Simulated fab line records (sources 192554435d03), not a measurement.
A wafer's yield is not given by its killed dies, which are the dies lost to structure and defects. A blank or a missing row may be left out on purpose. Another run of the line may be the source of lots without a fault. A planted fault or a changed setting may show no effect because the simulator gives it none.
Which tool did it? | flow n5 finfet | Sampling: 9 lots, 27 wafers, 6 of 1938 route steps

## WHAT THE GAUGES SHOWED, per wafer
N5_BEOL_M4_RC_MEAS_101. Usual: DIBL_N 35.3 mV/V, standard deviation 1.5; DIBL_P 35.3 mV/V, standard deviation 1.9; IOFF_N 0.145 nA/um, standard deviation 0.027; IOFF_P 0.20 nA/um, standard deviation 0.033; ION_N 670 uA/um, standard deviation 12; ION_P 462 uA/um, standard deviation 6.8; SS_N 71.3 mV/dec, standard deviation 0.6; SS_P 73.1 mV/dec, standard deviation 0.7; VT_N 251 mV, standard deviation 3.4; VT_P -251 mV, standard deviation 3.2.
lot  | measured     | on        | DIBL_N (mV/V)  | DIBL_P (mV/V)  | IOFF_N (nA/um)    | IOFF_P (nA/um) | ION_N (uA/um) | ION_P (uA/um) | SS_N (mV/dec)  | SS_P (mV/dec)  | VT_N (mV)   | VT_P (mV)      | flag
L781 | day 9 14:56  | prober-02 | 34.1 35.1 35.1 | 32.8 32.7 32.5 | 0.123 0.135 0.121 | 0.19 0.19 0.18 | 667 666 654   | 463 460 452   | 70.3 70.8 70.6 | 72.7 72.9 72.9 | 251 249 253 | -251 -251 -252 |
L785 | day 10 07:54 | prober-01 | 33.5 35.2 35.6 | 32.2 35.0 34.7 | 0.094 0.133 0.128 | 0.16 0.20 0.20 | 647 670 664   | 456 468 464   | 71.0 70.8 70.7 | 72.5 73.1 72.9 | 258 251 252 | -253 -251 -253 |
L780 | day 10 14:03 | prober-01 | 35.8 35.6 35.3 | 34.8 35.3 34.3 | 0.142 0.137 0.125 | 0.18 0.19 0.17 | 673 672 665   | 457 461 460   | 71.2 70.9 70.9 | 73.5 73.3 73.4 | 251 252 255 | -254 -252 -255 |
L786 | day 11 00:26 | prober-01 | 35.3 32.1 34.6 | 35.3 31.7 35.5 | 0.149 0.108 0.132 | 0.23 0.17 0.21 | 674 662 664   | 465 460 462   | 71.1 70.5 71.6 | 73.4 71.9 72.2 | 251 254 253 | -250 -250 -246 |
L787 | day 11 01:06 | prober-02 | 33.6 33.6 34.0 | 32.8 33.8 34.8 | 0.111 0.130 0.126 | 0.17 0.20 0.20 | 659 674 656   | 452 474 458   | 70.7 70.3 71.2 | 71.5 72.5 72.3 | 256 249 255 | -253 -250 -248 |
L791 | day 11 19:53 | prober-01 | 36.2 34.2 35.7 | 36.4 35.0 36.0 | 0.143 0.112 0.139 | 0.19 0.17 0.19 | 669 657 677   | 458 459 465   | 71.5 71.6 70.9 | 73.0 72.5 73.7 | 250 255 251 | -252 -251 -252 |
L793 | day 12 13:41 | prober-01 | 33.4 37.6 37.0 | 31.0 36.8 36.0 | 0.119 0.200 0.192 | 0.16 0.24 0.23 | 656 695 694   | 459 468 466   | 70.7 72.2 71.7 | 72.1 73.1 73.6 | 255 247 245 | -252 -248 -247 |
L798 | day 13 16:16 | prober-01 | 36.1 36.3 35.4 | 34.9 35.3 35.1 | 0.148 0.159 0.150 | 0.18 0.19 0.19 | 668 676 662   | 454 462 461   | 71.4 71.4 71.5 | 73.0 73.0 73.4 | 251 248 247 | -255 -253 -252 |
L800 | day 13 23:03 | prober-01 | 36.4 35.1 34.8 | 36.2 34.7 33.9 | 0.156 0.147 0.126 | 0.21 0.19 0.17 | 663 675 657   | 459 458 457   | 71.5 70.4 70.7 | 73.0 72.8 72.9 | 250 249 252 | -249 -250 -255 |

## TOOL THAT RAN EACH LOT (tool first, then ch and the chambers of the sampled wafers, then the start)
lot  | N5_BEOL_M4_PECVD_72             | N5_BEOL_M4_ANNEAL_87         | N5_BEOL_M4_ANNEAL_89         | N5_BEOL_M4_SPUTTER_94        | N5_BEOL_M4_CMP_52
L781 | pecvd-02 ch 1,2, day 9 06:24    | pvd sputter-03, day 9 12:40  | pvd sputter-03, day 9 12:53  | pvd sputter-03, day 9 13:28  | cmp-04 ch 0,2,3, day 9 14:10
L785 | pecvd-03 ch 0,1,2, day 9 21:22  | pvd sputter-01, day 10 05:37 | pvd sputter-01, day 10 05:50 | pvd sputter-01, day 10 06:25 | cmp-04 ch 1,2,3, day 10 07:08
L780 | pecvd-03 ch 0,1,2, day 10 01:17 | pvd sputter-03, day 10 09:05 | pvd sputter-03, day 10 09:18 | pvd sputter-03, day 10 09:53 | cmp-01 ch 0,1,2, day 10 13:22
L786 | pecvd-01 ch 0,1,2, day 10 10:04 | pvd sputter-02, day 10 22:08 | pvd sputter-02, day 10 22:21 | pvd sputter-02, day 10 22:56 | cmp-04 ch 0,1,2, day 10 23:48
L787 | pecvd-02 ch 0,2, day 10 12:47   | pvd sputter-01, day 10 22:28 | pvd sputter-01, day 10 22:41 | pvd sputter-01, day 10 23:16 | cmp-03 ch 0,2,3, day 11 00:29
L791 | pecvd-01 ch 0,2, day 11 09:11   | pvd sputter-01, day 11 17:42 | pvd sputter-01, day 11 17:55 | pvd sputter-01, day 11 18:30 | cmp-04 ch 1,2,3, day 11 19:13
L793 | pecvd-01 ch 0,2, day 11 19:01   | pvd sputter-02, day 12 11:24 | pvd sputter-02, day 12 11:37 | pvd sputter-02, day 12 12:12 | cmp-01 ch 1,3, day 12 12:58
L798 | pecvd-02 ch 0,1,2, day 13 06:29 | pvd sputter-03, day 13 13:59 | pvd sputter-03, day 13 14:12 | pvd sputter-03, day 13 14:47 | cmp-01 ch 0,1,3, day 13 15:30
L800 | pecvd-03 ch 0,2, day 13 10:53   | pvd sputter-03, day 13 20:44 | pvd sputter-03, day 13 20:58 | pvd sputter-03, day 13 21:32 | cmp-04 ch 1,2,3, day 13 22:16
- N5_BEOL_M4_PECVD_72: deposits SiO2 from TEOS/O2, target thk 16 nm, time 18 s.
- N5_BEOL_M4_ANNEAL_87: time 240 s.
- N5_BEOL_M4_ANNEAL_89: time 240 s.
- N5_BEOL_M4_SPUTTER_94: material Cu, target thk 4.5 nm, time 8.29 s.
- N5_BEOL_M4_CMP_52: polishes, stops on SiOC, t overpolish 6.8 s, target thk 40 nm.

## AS READ BY THE TOOLS THEMSELVES (means over the sampled wafers that have a number; for cases with no such wafer, the mark the record gives instead)
N5_BEOL_M4_PECVD_72. Usual: heater power outer w 412 W, standard deviation 55; heater power w 708 W, standard deviation 87; showerhead plenum p Torr 8.78 Torr, standard deviation 0.058; throttle valve pct 22.9 %, standard deviation 1.8.
lot  | tool     | heater power outer w (W) | heater power w (W) | showerhead plenum p Torr (Torr) | throttle valve pct (%) | flag
L781 | pecvd-02 | 397                      | 672                | 8.75                            | 21.7                   |
L785 | pecvd-03 | 417                      | 722                | 8.80                            | 22.6                   |
L780 | pecvd-03 | 418                      | 707                | 8.79                            | 22.6                   |
L786 | pecvd-01 | 393                      | 697                | 8.75                            | 23.9                   |
L787 | pecvd-02 | 431                      | 744                | 8.86                            | 22.1                   |
L791 | pecvd-01 | 391                      | 694                | 8.78                            | 25.3                   |
L793 | pecvd-01 | 399                      | 706                | 8.77                            | 25.5                   |
L798 | pecvd-02 | 414                      | 707                | 8.79                            | 22.0                   |
L800 | pecvd-03 | 429                      | 753                | 8.79                            | 22.5                   |

N5_BEOL_M4_ANNEAL_87. Usual: heater power w reads 802 W (standard deviation 94).
lot  | tool           | heater power w (W) | flag
L781 | pvd sputter-03 | 767                |
L785 | pvd sputter-01 | 854                |
L780 | pvd sputter-03 | 744                |
L786 | pvd sputter-02 | 840                |
L787 | pvd sputter-01 | 880                |
L791 | pvd sputter-01 | 790                |
L793 | pvd sputter-02 | 819                |
L798 | pvd sputter-03 | 751                |
L800 | pvd sputter-03 | 759                |

N5_BEOL_M4_ANNEAL_89. Usual: heater power w reads 802 W (standard deviation 94).
lot  | tool           | heater power w (W) | flag
L781 | pvd sputter-03 | 760                |
L785 | pvd sputter-01 | 862                |
L780 | pvd sputter-03 | 752                |
L786 | pvd sputter-02 | 848                |
L787 | pvd sputter-01 | 873                |
L791 | pvd sputter-01 | 802                |
L793 | pvd sputter-02 | 823                |
L798 | pvd sputter-03 | 750                |
L800 | pvd sputter-03 | 757                |

N5_BEOL_M4_SPUTTER_94. Usual: throttle valve pct reads 29.8 % (standard deviation 1).
lot  | tool           | throttle valve pct (%) | flag
L781 | pvd sputter-03 | 29.9                   |
L785 | pvd sputter-01 | 28.4                   |
L780 | pvd sputter-03 | 31.3                   |
L786 | pvd sputter-02 | 29.7                   |
L787 | pvd sputter-01 | 30.2                   |
L791 | pvd sputter-01 | 29.1                   |
L793 | pvd sputter-02 | 30.0                   |
L798 | pvd sputter-03 | 30.7                   |
L800 | pvd sputter-03 | 30.0                   |

N5_BEOL_M4_CMP_52. Usual: barrier field endpoint s 24.7 s, standard deviation 0.64; edge zone pressure frac 1.000, standard deviation 0.0051; head pressure psi 1.0001 psi, standard deviation 0.0022; motor current A 6.3 A, standard deviation 0.65.
lot  | tool   | barrier field endpoint s (s) | edge zone pressure frac | head pressure psi (psi) | motor current A (A) | flag
L781 | cmp-04 | 24.8                         | 1.000                   | 1.0004                  | 6.0                 |
L785 | cmp-04 | 25.2                         | 1.002                   | 1.0012                  | 6.1                 |
L780 | cmp-01 | 24.1                         | 0.998                   | 1.0012                  | 5.9                 |
L786 | cmp-04 | 24.4                         | 0.995                   | 1.0018                  | 5.7                 |
L787 | cmp-03 | 24.7                         | 0.997                   | 1.0001                  | 6.6                 |
L791 | cmp-04 | 26.2                         | 0.998                   | 0.9997                  | 6.0                 |
L793 | cmp-01 | 25.1                         | 0.998                   | 0.9978                  | 6.1                 |
L798 | cmp-01 | 25.4                         | 0.998                   | 1.0001                  | 5.9                 |
L800 | cmp-04 | 24.6                         | 1.004                   | 1.0002                  | 6.3                 |

## THE ANSWER, worked out from the rows above alone
Rule: take the mean of a lot's wafers that have a number; if it is more than 3 standard deviations from the usual mean, the lot is off. Also off: a lot with no number at a reading for which 4 or more lots have one. Any other lot the step has rows for is counted as sound. Order of review: gauges by route order, followed by the tools' own readings, for which a lot's mean as printed above is used. The first step at which some lot is off is used, and at that step the reading that is off furthest; a lot without a number counts as furthest.
No lot is off at any reading shown: from this, nothing can be told.

## WHAT HAD BEEN PUT IN BY THE SIMULATOR
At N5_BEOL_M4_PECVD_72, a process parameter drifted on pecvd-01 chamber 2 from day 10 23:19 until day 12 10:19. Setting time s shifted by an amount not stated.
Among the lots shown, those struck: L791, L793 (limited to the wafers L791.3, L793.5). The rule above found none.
